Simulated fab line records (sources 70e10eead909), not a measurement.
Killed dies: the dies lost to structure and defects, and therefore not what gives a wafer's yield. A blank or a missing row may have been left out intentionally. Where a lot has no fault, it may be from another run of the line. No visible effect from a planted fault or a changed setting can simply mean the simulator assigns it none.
Matching of chambers ; flow nandHarc ; NHARC_A_STAIRCASE_CMP_152 on cmp-04 has 4 sister chambers
The step polishes. 4 wafers are shown with their chamber, then 8 later ones without.

== WAFERS WITH THEIR CHAMBER ==
wafer;chamber;motorCurrentA (A)
L081.2;0;8.4
L083.4;1;11.9
L083.6;2;11.6
L086.3;3;12.5

== WAFERS WITH NO CHAMBER GIVEN ==
wafer;motorCurrentA (A)
L086.4;8.3
L086.5;12.9
L093.1;12.6
L093.2;11.6
L093.4;8.3
L095.1;10.7
L095.2;11.8
L095.4;8.1

== EACH ONE'S CHAMBER ==
wafer;from the rows above;in truth
L086.4;0;0
L086.5;can't be placed: 3 or 1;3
L093.1;can't be placed: 3 or 1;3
L093.2;can't be placed: 2 or 1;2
L093.4;0;0
L095.1;can't be placed: 2 or 1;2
L095.2;can't be placed: 1 or 2 or 3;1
L095.4;0;0
Correctly placed: 3 of 8. Cannot be placed on the basis of these rows: 5; the candidates contain the true chamber in 5. Wrongly placed: 0.
How it was worked out, from the rows above alone: a wafer's distance from a chamber is the root of the sum, over the readings, of the square of ((its reading less the chamber's mean) divided by the reading's scatter). If the next closest chamber is less than 2 further off than the closest, the wafer can't be placed; otherwise it belongs to the closest. The mean given for a chamber averages the wafers shown for that chamber. The scatter: root of mean squared gap, hidden wafer to nearest shown wafer, with one shown wafer a chamber.
